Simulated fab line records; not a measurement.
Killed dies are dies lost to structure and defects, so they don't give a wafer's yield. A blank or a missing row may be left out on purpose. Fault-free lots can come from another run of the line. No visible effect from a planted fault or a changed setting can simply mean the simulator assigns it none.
Which tool is to blame? / flow n5_finfet / Sampling: 10 lots, 30 wafers, 3 of 1938 route steps

WHAT THE GAUGES READ, wafer by wafer
N5_SD_ACTIVATION_RS_MEAS_03: measures by four-point-probe.
lot=L772; measured=day 3 12:11; on=film_metro-01; RS_SD_P (ohm/sq)=55.3 55.7 55.7
lot=L774; measured=day 4 00:02; on=film_metro-02; RS_SD_P (ohm/sq)=56.1 55.3 55.9
lot=L777; measured=day 4 17:18; on=film_metro-02; RS_SD_P (ohm/sq)=56.1 57.0 56.6
lot=L779; measured=day 5 07:07; on=film_metro-01; RS_SD_P (ohm/sq)=57.1 55.7 56.2
lot=L784; measured=day 6 08:56; on=film_metro-02; RS_SD_P (ohm/sq)=54.5 55.1 54.4
lot=L785; measured=day 6 17:07; on=film_metro-01; RS_SD_P (ohm/sq)=55.7 55.5 54.9
lot=L787; measured=day 7 05:00; on=film_metro-02; RS_SD_P (ohm/sq)=55.8 55.1 54.3
lot=L791; measured=day 8 03:56; on=film_metro-01; RS_SD_P (ohm/sq)=50.5 50.7 50.7
lot=L792; measured=day 8 09:35; on=film_metro-02; RS_SD_P (ohm/sq)=50.6 50.2 49.8
lot=L795; measured=day 9 05:19; on=film_metro-01; RS_SD_P (ohm/sq)=57.2 57.4 57.3

EACH LOT AND THE TOOL THAT RAN IT (in order: tool; ch and the chambers of the sampled wafers; start)
lot=L772; N5_SD_EPI_P_EPI_21=epi_rpcvd-02 ch 0, day 3 09:35; N5_SD_ACTIVATION_LSA_01=laser_anneal-01 ch 0, day 3 12:00
lot=L774; N5_SD_EPI_P_EPI_21=epi_rpcvd-01 ch 0, day 3 20:30; N5_SD_ACTIVATION_LSA_01=laser_anneal-01 ch 0, day 3 23:50
lot=L777; N5_SD_EPI_P_EPI_21=epi_rpcvd-03 ch 0, day 4 14:30; N5_SD_ACTIVATION_LSA_01=laser_anneal-02 ch 0, day 4 17:06
lot=L779; N5_SD_EPI_P_EPI_21=epi_rpcvd-02 ch 0, day 5 04:38; N5_SD_ACTIVATION_LSA_01=laser_anneal-02 ch 0, day 5 06:55
lot=L784; N5_SD_EPI_P_EPI_21=epi_rpcvd-02 ch 0, day 6 07:09; N5_SD_ACTIVATION_LSA_01=laser_anneal-01 ch 0, day 6 08:46
lot=L785; N5_SD_EPI_P_EPI_21=epi_rpcvd-03 ch 0, day 6 14:58; N5_SD_ACTIVATION_LSA_01=laser_anneal-02 ch 0, day 6 16:55
lot=L787; N5_SD_EPI_P_EPI_21=epi_rpcvd-02 ch 0, day 7 02:12; N5_SD_ACTIVATION_LSA_01=laser_anneal-02 ch 0, day 7 04:48
lot=L791; N5_SD_EPI_P_EPI_21=epi_rpcvd-02 ch 0, day 8 01:08; N5_SD_ACTIVATION_LSA_01=laser_anneal-02 ch 0, day 8 03:43
lot=L792; N5_SD_EPI_P_EPI_21=epi_rpcvd-02 ch 0, day 8 06:32; N5_SD_ACTIVATION_LSA_01=laser_anneal-01 ch 0, day 8 09:24
lot=L795; N5_SD_EPI_P_EPI_21=epi_rpcvd-01 ch 0, day 9 01:48; N5_SD_ACTIVATION_LSA_01=laser_anneal-01 ch 0, day 9 05:07
- N5_SD_EPI_P_EPI_21: deposits SiGe:B, time 355 s.
- N5_SD_ACTIVATION_LSA_01: time 0.0008 s.

THE ANSWER, worked out from the rows above alone
Rule: usual is defined by the lots themselves. The widest of any qualifying gaps counts: lots, ordered by their means at a reading, are off when they make up no more than a third of the lots, leave a main group of 4 or more, and stand apart from it by 3 or more times the standard deviation of that group's means. A main group is skipped when, at the precision printed for the reading in the tables above, its means are all equal. A lot without any number at a reading at which 4 lots or more have one is off too. Any other lot the step has rows for is counted as sound.
Off: L791, L792, seen at N5_SD_ACTIVATION_RS_MEAS_03 (RS_SD_P). For the main group the mean is 55.8 ohm/sq and the standard deviation 0.8.
If a tool, at a process step before that reading, ran all the lots that are off and no sound lot after the first of them, it fits. Gauges at N5_SD_ACTIVATION_RS_MEAS_03: tried the same way as those tools. One fits: epi_rpcvd-02 at N5_SD_EPI_P_EPI_21. A fault onset in the window from L787 (day 7 02:12, its last sound lot) to L791 (day 8 01:08, its first lot off) fits.

WHAT HAD BEEN PUT IN BY THE SIMULATOR
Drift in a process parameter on epi_rpcvd-02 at N5_SD_EPI_P_EPI_21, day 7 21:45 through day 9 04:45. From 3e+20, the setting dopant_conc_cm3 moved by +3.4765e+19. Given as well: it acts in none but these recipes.
Struck lots among those shown: L791, L792. The rule given above showed the same thing.
